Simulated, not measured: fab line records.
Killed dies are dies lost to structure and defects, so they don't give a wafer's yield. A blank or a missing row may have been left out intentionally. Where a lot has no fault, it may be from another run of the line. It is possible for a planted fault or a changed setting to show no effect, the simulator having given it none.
fab line records    flow n5-finfet
record lots=6  wafers=18  last-day=19
route steps=1938 shown BEOL_M5@1157 PASSIVATION@1936
lots that met no fault: from a run of the same line without faults
start-h: start of the lot's first displayed wafer, in hours after the record's first day    wait-h: time in hours since the lot's previous step    " the same as in the row above    L1.1+2: a single row standing in for several wafers    - value missing, or start not given    * or withheld: withheld    < > ~ a bound
route shown NAME@n: NAME is a module with steps in the file, n the number in the route of the first one    usual: the fault-free wafers' mean and standard deviation    same: alike in all rows    chamber/n: place in a boat    sites: the reading at each site    _std_site: how widely they spread, as a standard deviation    _edge_site: outer sites' mean less inner sites'    radius-mm: for every site, how far away it sits from the centre of the wafer    mask NAME#n: copy n    behind: the most recent tool/chamber to have shaped the wafer    hold: why the lot went on hold/how many hours it stayed there/how the hold came to an end    device: which transistor (n, p or np) failed to switch    end of line: tests of these same wafers at the route's end    a step without rows: its recipe alone    killed: the dies lost at the first sort to structure and to defects; this is not the yield of the wafer    map: a wafer's dies, marking killed ones x, the rest . and places with no die _
set.NAME: the run value of the setting; set.NAME@STEP: its run value at that earlier step    model.NAME: the simulator's own value behind a step, which no gauge read
a table for each step, a row for each wafer; lots at some steps of the route
services: from which hour (start-h, from the record's first day; less than 0 if before it) a tool's chamber was out of use, for how many hours, and why
## steps
# step N5_BEOL_M5_VIA_ETCH_34
# recipe chemistry=C4F6/O2  target=SiCOH_lowk  target-depth-a=883  mask-material=SOC  taper-deg=4  time-s=39.2  ion-energy-ev=250  pressure-mtorr=30  source-w=345  bias-w=185  Ar_flow_sccm=300  C4F6_flow_sccm=10  O2_flow_sccm=10
# usual C4F6_flow_sccm=10.00/0.031  drypump-motor-current-A=5.7/0.44  oes-product-au=0.79/0.078  rf-vpp-V=667/5.3  showerhead-plenum-p-Torr=2.88/0.1  throttle-valve-pct=20.84/0.23
lot.wafer  tool         chamber  start-h  wait-h  C4F6_flow_sccm  drypump-motor-current-A  oes-product-au  rf-hours-counter-h  rf-vpp-V  showerhead-plenum-p-Torr  throttle-valve-pct
L272.1     rie-diel-04  2        257.00   0.0     10.03           6.0                      0.68            244                 675       2.92                      20.84
L272.2     "            1        "        "       9.99            5.5                      0.75            160                 668       2.85                      20.89
L272.3     "            0        "        "       10.02           5.1                      0.81            81                  663       2.76                      20.99
L279.1     rie-diel-04  0        296.67   0.0     9.97            5.1                      0.79            95                  661       2.76                      21.02
L279.2     "            1        "        "       9.99            5.5                      0.74            171                 668       2.85                      20.91
L279.3     "            3        "        "       9.99            6.4                      0.75            157                 663       2.62                      20.72
L276.1     rie-diel-02  1        298.90   0.0     9.95            4.9                      0.86            51                  667       2.78                      20.71
L276.4     "            3        "        "       9.98            6.1                      0.81            112                 670       2.86                      20.52
L276.6     "            0        "        "       9.99            5.6                      0.86            -                   673       2.90                      21.09
L284.2     rie-diel-02  0        309.13   0.0     10.02           5.6                      0.86            54                  673       2.90                      21.10
L284.3     "            2        "        "       10.00           5.4                      0.89            44                  656       2.89                      20.67
L284.6     "            2        "        "       10.03           5.4                      0.88            -                   656       2.89                      20.67
L283.1     rie-diel-01  3        329.04   0.0     10.05           5.4                      0.70            233                 673       2.91                      21.15
L283.3     "            2        "        "       9.98            6.0                      0.87            39                  668       3.00                      20.39
L283.5     "            0        "        "       9.96            6.1                      0.70            -                   664       2.93                      21.05
L286.1     rie-diel-01  0        345.70   0.0     9.98            6.1                      0.68            235                 663       2.93                      21.08
L286.2     "            3        "        "       9.98            5.4                      0.68            242                 673       2.91                      21.14
L286.5     "            0        "        "       9.99            6.1                      0.69            -                   665       2.93                      21.06
# step N5_BEOL_M5_STRIP_85
# recipe chemistry=C4F6/O2  resist=SiARC  rf-frequency-hz=6e+07
# step N5_BEOL_M5_STRIP_36
# recipe chemistry=N2/H2  power-w=450  temp-c=40  pressure-mtorr=20  rf-frequency-hz=6e+07  overash-fraction=0.3  bias-power-w=7  h2-frac=0.5  n2-flow-sccm=200  h2-flow-sccm=200
# usual bias-power-w=7.000/0.021  drypump-motor-current-A=5.7/0.44  oes-product-au=0.79/0.08  rf-vpp-V=59.2/1.5  showerhead-plenum-p-Torr=2.57/0.096  throttle-valve-pct=23.6/0.32
lot.wafer  tool         chamber  start-h  wait-h  bias-power-w  drypump-motor-current-A  oes-product-au  rf-hours-counter-h  rf-vpp-V  showerhead-plenum-p-Torr  throttle-valve-pct
L272.1     rie-diel-04  2        257.04   0.0     7.003         5.9                      0.68            244                 61.6      2.60                      23.6
L272.2     "            1        "        "       7.018         5.4                      0.74            160                 55.1      2.55                      23.9
L272.3     "            0        "        "       7.036         5.1                      0.81            81                  59.3      2.46                      23.9
L279.1     rie-diel-04  0        296.72   0.0     6.991         5.1                      0.79            95                  58.5      2.46                      23.9
L279.2     "            1        "        "       7.034         5.5                      0.73            171                 61.3      2.54                      24.0
L279.3     "            3        "        "       7.017         6.5                      0.74            157                 58.3      2.33                      23.4
L276.1     rie-diel-02  1        298.95   0.0     6.981         4.9                      0.86            51                  59.4      2.47                      23.2
L276.4     "            3        "        "       6.982         6.2                      0.80            112                 58.2      2.55                      23.2
L276.6     "            0        "        "       6.953         5.7                      0.87            -                   57.9      2.58                      23.7
L284.2     rie-diel-02  0        309.18   0.0     6.992         5.6                      0.85            54                  59.4      2.58                      23.7
L284.3     "            2        "        "       7.019         5.4                      0.88            44                  58.7      2.59                      23.5
L284.6     "            2        "        "       7.030         5.4                      0.88            -                   59.8      2.59                      23.5
L283.1     rie-diel-01  3        329.08   0.0     7.013         5.4                      0.70            233                 57.2      2.62                      24.1
L283.3     "            2        "        "       6.962         6.1                      0.88            39                  59.5      2.70                      23.2
L283.5     "            0        "        "       7.007         6.1                      0.70            -                   59.5      2.61                      23.8
L286.1     rie-diel-01  0        345.75   0.0     7.013         6.1                      0.68            235                 59.5      2.61                      23.9
L286.2     "            3        "        "       6.992         5.4                      0.69            242                 59.0      2.61                      24.1
L286.5     "            0        "        "       6.993         6.1                      0.68            -                   57.8      2.61                      23.9
# step N5_BEOL_M5_TRENCH_ETCH_37
# recipe chemistry=C4F6/O2  target-depth-a=716.52  target=SiCOH_lowk  time-s=24.7  ion-energy-ev=250  pressure-mtorr=30  source-w=345  bias-w=185  Ar_flow_sccm=300  C4F6_flow_sccm=10  O2_flow_sccm=10
# usual C4F6_flow_sccm=9.997/0.028  drypump-motor-current-A=5.7/0.44  oes-product-au=0.79/0.078  rf-vpp-V=667/5.1  showerhead-plenum-p-Torr=2.88/0.1  throttle-valve-pct=20.88/0.23
lot.wafer  tool         chamber  start-h  wait-h  C4F6_flow_sccm  drypump-motor-current-A  oes-product-au  rf-hours-counter-h  rf-vpp-V  showerhead-plenum-p-Torr  throttle-valve-pct
L272.1     rie-diel-04  2        -        -       9.975           6.0                      0.68            244                 675       2.92                      20.87
L272.2     "            1        "        "       9.994           5.4                      0.75            160                 668       2.85                      20.92
L272.3     "            0        "        "       10.014          5.1                      0.81            81                  662       2.76                      21.04
L279.1     rie-diel-04  0        -        -       10.035          5.1                      0.79            95                  661       2.76                      21.07
L279.2     "            1        "        "       10.032          5.5                      0.74            171                 667       2.85                      20.95
L279.3     "            3        "        "       9.981           6.4                      0.75            157                 662       2.62                      20.78
L276.1     rie-diel-02  1        -        -       10.012          4.9                      0.86            51                  668       2.78                      20.74
L276.4     "            3        "        "       10.000          6.2                      0.80            112                 670       2.86                      20.57
L276.6     "            0        "        "       10.022          5.6                      0.87            -                   673       2.90                      21.14
L284.2     rie-diel-02  0        -        -       10.018          5.6                      0.84            54                  672       2.90                      21.12
L284.3     "            2        "        "       9.984           5.4                      0.89            44                  656       2.89                      20.73
L284.6     "            2        "        "       9.987           5.4                      0.89            -                   655       2.89                      20.72
L283.1     rie-diel-01  3        -        -       9.974           5.4                      0.69            233                 673       2.91                      21.18
L283.3     "            2        "        "       9.998           6.0                      0.87            39                  669       3.00                      20.43
L283.5     "            0        "        "       10.039          6.1                      0.69            -                   663       2.93                      21.09
L286.1     rie-diel-01  0        -        -       10.039          6.1                      0.69            235                 664       2.93                      21.10
L286.2     "            3        "        "       9.998           5.4                      0.68            242                 671       2.91                      21.19
L286.5     "            0        "        "       10.032          6.1                      0.69            -                   663       2.93                      21.10
# step N5_BEOL_M5_ETCH_41
# recipe chemistry=CH3F/O2  target=SiCN  target-depth-a=315  taper-deg=2  time-s=56.7  ion-energy-ev=120  mask-material=TiN  pressure-mtorr=30  source-w=395  bias-w=75  Ar_flow_sccm=150  CH3F_flow_sccm=30  O2_flow_sccm=20
# usual drypump-motor-current-A=5.7/0.44  oes-product-au=0.79/0.078  rf-vpp-V=297.8/1.7  showerhead-plenum-p-Torr=2.02/0.074  throttle-valve-pct=16.28/0.23
lot.wafer  tool         chamber  start-h  wait-h  drypump-motor-current-A  oes-product-au  rf-hours-counter-h  rf-vpp-V  showerhead-plenum-p-Torr  throttle-valve-pct
L272.1     rie-diel-04  2        -        -       5.9                      0.67            244                 297.1     2.05                      16.33
L272.2     "            1        "        "       5.5                      0.75            160                 297.0     2.00                      16.33
L272.3     "            0        "        "       5.1                      0.80            81                  296.7     1.94                      16.38
L279.1     rie-diel-04  0        -        -       5.1                      0.80            95                  296.1     1.93                      16.41
L279.2     "            1        "        "       5.4                      0.73            171                 297.3     2.00                      16.35
L279.3     "            3        "        "       6.4                      0.75            157                 294.8     1.83                      16.24
L276.1     rie-diel-02  1        -        -       4.9                      0.86            51                  296.1     1.95                      16.12
L276.4     "            3        "        "       6.1                      0.80            112                 297.0     2.01                      15.99
L276.6     "            0        "        "       5.6                      0.85            -                   298.0     2.04                      16.45
L284.2     rie-diel-02  0        -        -       5.6                      0.85            54                  297.2     2.04                      16.46
L284.3     "            2        "        "       5.4                      0.89            44                  296.6     2.03                      16.11
L284.6     "            2        "        "       5.4                      0.89            -                   298.7     2.03                      16.09
L283.1     rie-diel-01  3        -        -       5.4                      0.69            233                 299.2     2.05                      16.62
L283.3     "            2        "        "       6.1                      0.87            39                  298.9     2.11                      15.86
L283.5     "            0        "        "       6.1                      0.70            -                   298.8     2.06                      16.51
L286.1     rie-diel-01  0        -        -       6.1                      0.69            235                 299.3     2.06                      16.54
L286.2     "            3        "        "       5.4                      0.68            242                 299.7     2.05                      16.63
L286.5     "            0        "        "       6.1                      0.69            -                   298.7     2.06                      16.55
# step N5_BEOL_M5_STRIP_91
# recipe chemistry=N2/H2  time-s=10  power-w=450  temp-c=40  pressure-mtorr=20  rf-frequency-hz=6e+07  bias-power-w=7  n2-flow-sccm=200  h2-flow-sccm=200
# usual bias-power-w=6.998/0.021  drypump-motor-current-A=5.7/0.44  oes-product-au=0.79/0.079  rf-vpp-V=59.3/0.83  showerhead-plenum-p-Torr=2.57/0.096  throttle-valve-pct=23.6/0.32
lot.wafer  tool         chamber  start-h  wait-h  bias-power-w  drypump-motor-current-A  oes-product-au  rf-hours-counter-h  rf-vpp-V  showerhead-plenum-p-Torr  throttle-valve-pct
L272.1     rie-diel-04  2        -        -       7.047         5.9                      0.67            244                 58.6      2.60                      23.6
L272.2     "            1        "        "       6.982         5.5                      0.74            160                 58.9      2.55                      23.9
L272.3     "            0        "        "       6.994         5.1                      0.80            81                  58.6      2.46                      23.8
L279.1     rie-diel-04  0        -        -       7.006         5.1                      0.80            95                  58.7      2.46                      23.9
L279.2     "            1        "        "       7.000         5.5                      0.74            171                 59.0      2.54                      23.9
L279.3     "            3        "        "       7.007         6.4                      0.75            157                 58.2      2.33                      23.4
L276.1     rie-diel-02  1        -        -       6.994         4.9                      0.86            51                  59.1      2.47                      23.2
L276.4     "            3        "        "       7.003         6.2                      0.80            112                 59.1      2.55                      23.2
L276.6     "            0        "        "       6.979         5.6                      0.86            -                   58.0      2.58                      23.7
L284.2     rie-diel-02  0        -        -       7.013         5.6                      0.87            54                  59.6      2.58                      23.7
L284.3     "            2        "        "       7.024         5.4                      0.89            44                  59.6      2.59                      23.5
L284.6     "            2        "        "       7.008         5.4                      0.90            -                   59.7      2.59                      23.5
L283.1     rie-diel-01  3        -        -       6.988         5.4                      0.69            233                 57.4      2.62                      24.1
L283.3     "            2        "        "       7.011         6.0                      0.88            39                  60.5      2.70                      23.2
L283.5     "            0        "        "       7.023         6.1                      0.70            -                   60.9      2.61                      23.8
L286.1     rie-diel-01  0        -        -       6.980         6.1                      0.69            235                 59.2      2.61                      23.9
L286.2     "            3        "        "       7.007         5.4                      0.69            242                 59.1      2.61                      24.1
L286.5     "            0        "        "       6.969         6.1                      0.69            -                   60.0      2.61                      23.8
# step N5_BEOL_M5_OCD_MEAS_38
# usual trench-depth-nm=71.4/1.1
lot.wafer  tool    chamber  start-h  wait-h  trench-depth-nm
L272.1     ocd-02  -        257.24   -       70.8
L272.2     "       -        "        "       71.6
L272.3     "       -        "        "       70.8
L279.1     ocd-01  -        296.91   -       70.6
L279.2     "       -        "        "       71.7
L279.3     "       -        "        "       71.0
L276.1     ocd-01  -        299.14   -       71.7
L276.4     "       -        "        "       71.9
L276.6     "       -        "        "       74.2
L284.2     ocd-02  -        309.37   -       72.7
L284.3     "       -        "        "       72.4
L284.6     "       -        "        "       71.7
L283.1     ocd-01  -        329.28   -       70.2
L283.3     "       -        "        "       72.4
L283.5     "       -        "        "       70.1
L286.1     ocd-01  -        345.94   -       70.0
L286.2     "       -        "        "       69.5
L286.5     "       -        "        "       69.2
# step N5_BEOL_M5_HM_STRIP_39
# recipe chemistry=peroxide-tin-strip  material=TiN  target-depth-a=250  temp-c=50  time-s=158
# step N5_BEOL_M5_SRD_40
# recipe time-s=30  temp-c=23  rinse-liquid=diw  dry=ipa-marangoni
# step N5_BEOL_M5_PRECLEAN_42
# recipe chemistry=residue-remover  time-s=60  temp-c=40
# step N5_BEOL_M5_SRD_43
# recipe time-s=30  temp-c=23  rinse-liquid=diw  dry=ipa-marangoni
# step N5_BEOL_M5_CD_MEAS_35
# recipe target-cd-nm=28  target-cd-y-nm=24  polarity=opening
# usual cd-nm=27.94/0.27
lot.wafer  tool       chamber  start-h  wait-h  cd-nm
L272.1     cd-sem-02  -        257.39   0.0     27.72
L272.2     "          -        "        "       27.93
L272.3     "          -        "        "       27.86
L279.1     cd-sem-02  -        297.07   0.0     27.83
L279.2     "          -        "        "       28.24
L279.3     "          -        "        "       28.11
L276.1     cd-sem-01  -        299.29   0.0     28.18
L276.4     "          -        "        "       28.21
L276.6     "          -        "        "       28.31
L284.2     cd-sem-01  -        309.53   0.0     28.24
L284.3     "          -        "        "       28.12
L284.6     "          -        "        "       28.13
L283.1     cd-sem-02  -        329.44   0.0     27.83
L283.3     "          -        "        "       28.02
L283.5     "          -        "        "       27.95
L286.1     cd-sem-03  -        346.09   0.0     27.85
L286.2     "          -        "        "       28.19
L286.5     "          -        "        "       28.14
# step N5_BEOL_M5_CURE_80
# recipe temp-c=370  time-s=120  ambient=DMADMS/He  material=SiCOH_lowk
# usual lamp-power-pct=52.31/0.056  run-length-s=178.6/1  wafer_temp_C_max=372.1/0.75
lot.wafer  tool        chamber  start-h  wait-h  lamp-power-pct  run-length-s  wafer_temp_C_max
L272.1     uv-cure-02  1        257.43   0.0     52.24           179.0         372.8
L272.2     "           1        "        "       52.27           179.3         372.2
L272.3     "           1        "        "       52.35           178.7         372.6
L279.1     uv-cure-01  1        297.11   0.0     -               -             -
L279.2     "           1        "        "       -               -             -
L279.3     "           1        "        "       -               -             -
L276.1     uv-cure-01  1        299.33   0.0     -               -             -
L276.4     "           1        "        "       -               -             -
L276.6     "           1        "        "       -               -             -
L284.2     uv-cure-01  2        309.62   0.1     52.34           177.2         370.7
L284.3     "           2        "        "       52.32           177.5         371.3
L284.6     "           2        "        "       52.38           177.4         370.9
L283.1     uv-cure-03  1        329.48   0.0     52.27           178.4         372.0
L283.3     "           1        "        "       52.35           178.6         372.4
L283.5     "           1        "        "       52.42           178.1         372.3
L286.1     uv-cure-01  2        346.29   0.2     52.44           178.0         370.8
L286.2     "           2        "        "       52.35           177.6         370.7
L286.5     "           2        "        "       52.36           177.5         370.8
# step N5_BEOL_M5_DEGAS_44
# recipe ambient=vacuum  temp-c=250  time-s=60
# step N5_PASSIVATION_PROBE_49
# usual defect-limited-yield=91.1/1.4  killed_at_M0_to_M3=34/10  killed_at_M4_up=14/5.5  killed-at-contacts=12/5.1  killed-at-front-end=41/12  killed-at-other=4/3.1  killed-dies=105/17  killed-open=70/13  killed-short=33/7.6  sort_bin_5_function=5.3/0.98  sort_bin_6_memory=3.3/0.67  sort-n-pass=1075/17  sort-yield-pct=91.1/1.4
# same gross-dies=1180  killed-at-back-side=0  sort_bin_4_leakage[%]=0  sort_bin_8_speed[%]=0
lot.wafer  tool       chamber  start-h  wait-h  defect-limited-yield[%]  killed_at_M0_to_M3  killed_at_M4_up  killed-at-contacts  killed-at-front-end  killed-at-other  killed-dies  killed-open  killed-short  sort_bin_5_function[%]  sort_bin_6_memory[%]  sort-n-pass  sort-yield-pct[%]
L272.1     prober-01  -        352.95   0.0     92.0                     24                  11               10                  46                   3                94           65           29            4.5                     3.4                   1086         92.0
L272.2     prober-01  -        353.00   0.1     88.7                     30                  20               15                  60                   8                133          91           42            7.0                     4.0                   1047         88.7
L272.3     prober-01  -        353.05   0.1     88.4                     32                  22               11                  70                   2                137          97           40            7.2                     4.2                   1043         88.4
L279.1     prober-01  -        400.68   0.0     91.3                     25                  18               13                  38                   9                103          68           33            5.2                     3.3                   1077         91.3
L279.2     prober-01  -        400.73   0.1     91.9                     40                  18               7                   31                   0                96           77           18            4.9                     3.0                   1084         91.9
L279.3     prober-01  -        400.78   0.1     89.4                     28                  17               25                  54                   1                125          87           36            6.5                     3.5                   1055         89.4
L276.1     prober-02  -        407.92   0.0     91.6                     29                  18               7                   39                   6                99           63           36            4.8                     3.1                   1081         91.6
L276.4     prober-02  -        408.07   0.2     89.1                     44                  8                13                  52                   12               129          84           45            5.7                     4.8                   1051         89.1
L276.6     prober-02  -        408.17   0.3     89.0                     32                  19               5                   69                   5                130          91           39            6.9                     4.0                   1050         89.0
L284.2     prober-01  -        411.92   0.1     89.2                     46                  12               8                   54                   7                127          81           46            6.9                     3.5                   1053         89.2
L284.3     prober-01  -        411.97   0.1     91.3                     36                  10               13                  36                   8                103          64           38            5.4                     3.0                   1077         91.3
L284.6     prober-01  -        412.12   0.3     90.7                     40                  23               9                   36                   2                110          79           30            6.0                     3.2                   1070         90.7
L283.1     prober-02  -        436.84   0.0     88.6                     37                  27               21                  48                   2                135          87           46            6.7                     4.1                   1045         88.6
L283.3     prober-02  -        436.94   0.1     91.1                     41                  13               13                  32                   6                105          72           33            5.3                     3.4                   1075         91.1
L283.5     prober-02  -        437.04   0.2     91.5                     24                  12               13                  46                   5                100          64           34            5.3                     3.0                   1080         91.5
# killed by level:class
L272.1 FIN_SAQP:geometric-particle:short=10 MOL_CONTACT_COAG:geometric-particle:open=9 BEOL_M4:geometric-particle:open=8 FIN_SAQP:geometric-particle:open=7 BEOL_M2:geometric-particle:open=7 STI_FIN_REVEAL:geometric-particle:open=5 ILD0:geometric-particle:open=4 BEOL_M0_SAQP:geometric-particle:open=4
L272.2 STI_FIN_REVEAL:geometric-particle:open=21 BEOL_M4:geometric-particle:open=13 MOL_CONTACT_COAG:geometric-particle:open=12 FIN_SAQP:geometric-particle:open=8 BEOL_M0_SAQP:geometric-particle:open=7 BEOL_M0_SAQP:geometric-particle:short=7 FIN_SAQP:geometric-particle:short=6 BEOL_M2:geometric-particle:open=6
L272.3 STI_FIN_REVEAL:geometric-particle:open=21 GATE_CUT:geometric-particle:short=11 MOL_CONTACT_COAG:geometric-particle:open=9 BEOL_M4:geometric-particle:open=8 BEOL_M0:geometric-particle:open=7 BEOL_M1:geometric-particle:open=7 BEOL_M2:geometric-particle:open=6 STARTING-WAFER:geometric-particle:open=6
L279.1 MOL_CONTACT_COAG:geometric-particle:open=10 FIN_SAQP:geometric-particle:open=7 DUMMY_GATE:geometric-particle:open=6 BEOL_M1:geometric-particle:open=6 BEOL_M0_SAQP:geometric-particle:open=5 PASS1_CAP:geometric-particle:open=4 STI_FIN_REVEAL:geometric-particle:open=4 GATE_CUT:geometric-particle:short=4
L279.2 BEOL_M2:geometric-particle:open=13 BEOL_M0_SAQP:geometric-particle:open=9 FIN_SAQP:geometric-particle:open=8 BEOL_M4:geometric-particle:open=7 BEOL_M3:geometric-particle:open=7 STI_FIN_REVEAL:geometric-particle:open=6 MOL_CONTACT_COAG:geometric-particle:open=6 FIN_SAQP:geometric-particle:short=4
L279.3 MOL_CONTACT_COAG:geometric-particle:open=21 FIN_SAQP:geometric-particle:open=19 BEOL_M4:geometric-particle:open=9 FIN_SAQP:geometric-particle:short=6 STI_FIN_REVEAL:geometric-particle:open=6 GATE_CUT:geometric-particle:short=5 BEOL_M1:geometric-particle:open=5 STARTING-WAFER:geometric-particle:short=5
L276.1 BEOL_M3:geometric-particle:open=10 BEOL_M4:geometric-particle:open=9 FIN_SAQP:geometric-particle:short=8 GATE_CUT:geometric-particle:short=8 STI_FIN_REVEAL:geometric-particle:short=6 BEOL_M2:geometric-particle:open=6 STI_FIN_REVEAL:geometric-particle:open=5 MOL_CONTACT_COAG:geometric-particle:open=5
L276.4 STI_FIN_REVEAL:geometric-particle:open=14 BEOL_M3:geometric-particle:open=11 BEOL_M0_SAQP:geometric-particle:open=9 BEOL_M2:geometric-particle:open=8 MOL_CONTACT_COAG:geometric-particle:open=8 GATE_CUT:geometric-particle:open=7 GATE_CUT:geometric-particle:short=6 MOL_CONTACT_COAG:geometric-particle:short=5
L276.6 FIN_SAQP:geometric-particle:open=26 BEOL_M2:geometric-particle:open=12 BEOL_M4:geometric-particle:open=11 STI_FIN_REVEAL:geometric-particle:short=10 STI_FIN_REVEAL:geometric-particle:open=9 GATE_CUT:geometric-particle:short=7 BEOL_M0_SAQP:geometric-particle:open=6 MOL_CONTACT_COAG:geometric-particle:open=5
L284.2 FIN_SAQP:geometric-particle:short=12 BEOL_M3:geometric-particle:open=12 FIN_SAQP:geometric-particle:open=11 BEOL_M0_SAQP:geometric-particle:short=8 STI_FIN_REVEAL:geometric-particle:open=8 BEOL_M2:geometric-particle:open=8 MOL_CONTACT_COAG:geometric-particle:open=7 BEOL_M1:geometric-particle:open=6
L284.3 MOL_CONTACT_COAG:geometric-particle:open=12 BEOL_M2:geometric-particle:open=9 STI_FIN_REVEAL:geometric-particle:open=8 GATE_CUT:geometric-particle:short=7 BEOL_M3:geometric-particle:open=6 BEOL_M1:geometric-particle:open=6 BEOL_M1:geometric-particle:short=5 BEOL_M4:geometric-particle:open=5
L284.6 BEOL_M4:geometric-particle:open=14 BEOL_M2:geometric-particle:open=10 STI_FIN_REVEAL:geometric-particle:open=7 MOL_CONTACT_COAG:geometric-particle:open=7 BEOL_M1:geometric-particle:open=7 BEOL_M0_SAQP:geometric-particle:open=6 BEOL_M3:geometric-particle:open=6 BEOL_M4:geometric-particle:short=5
L283.1 MOL_CONTACT_COAG:geometric-particle:open=17 BEOL_M4:geometric-particle:open=15 BEOL_M3:geometric-particle:open=9 STI_FIN_REVEAL:geometric-particle:open=8 DUMMY_GATE:geometric-particle:open=7 BEOL_M0_SAQP:geometric-particle:short=7 GATE_CUT:geometric-particle:short=6 BEOL_M0_SAQP:geometric-particle:open=6
L283.3 BEOL_M1:geometric-particle:open=12 MOL_CONTACT_COAG:geometric-particle:open=11 DUMMY_GATE:geometric-particle:open=9 BEOL_M3:geometric-particle:open=8 STI_FIN_REVEAL:geometric-particle:open=6 BEOL_M0_SAQP:geometric-particle:short=5 BEOL_M4:geometric-particle:open=5 FIN_SAQP:geometric-particle:short=4
L283.5 FIN_SAQP:geometric-particle:short=12 MOL_CONTACT_COAG:geometric-particle:open=11 DUMMY_GATE:geometric-particle:open=9 BEOL_M3:geometric-particle:open=7 FIN_SAQP:geometric-particle:open=6 BEOL_M1:geometric-particle:open=4 BEOL_M3:geometric-particle:short=4 BEOL_M5:geometric-particle:open=4
## services
tool         chamber  start-h  hours  kind
rie-diel-02  3        241.30   2.1    repair
uv-cure-03   -        277.14   5.8    repair
rie-diel-04  2        277.44   9.6    repair
uv-cure-01   -        279.71   2.1    pm
rie-diel-04  1        286.58   5.8    repair
rie-diel-04  2        292.62   -      clean
rie-diel-04  2        292.62   -      consumable-replace:focus-ring
rie-diel-04  2        292.62   17.2   scheduled-down
rie-diel-04  2        292.62   17.2   vent-cycle
rie-diel-01  -        296.25   0.3    repair
rie-diel-01  1        325.84   14.7   repair
rie-diel-02  -        327.81   14.6   pm
uv-cure-02   -        344.14   2.8    pm
## key
first-sign step=N5_BEOL_M5_CURE_80  reading=tool-record  direction=missing
effect none on later readings
met-at N5_BEOL_M5_CURE_80
struck-wafers L276.1,L276.4,L276.6,L279.1,L279.2,L279.3
fault kind=skipped-step-whole  tool=uv-cure-01  chamber=-  onset-h=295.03  steps=N5_BEOL_M5_CURE_80  scope=struck-lots-only
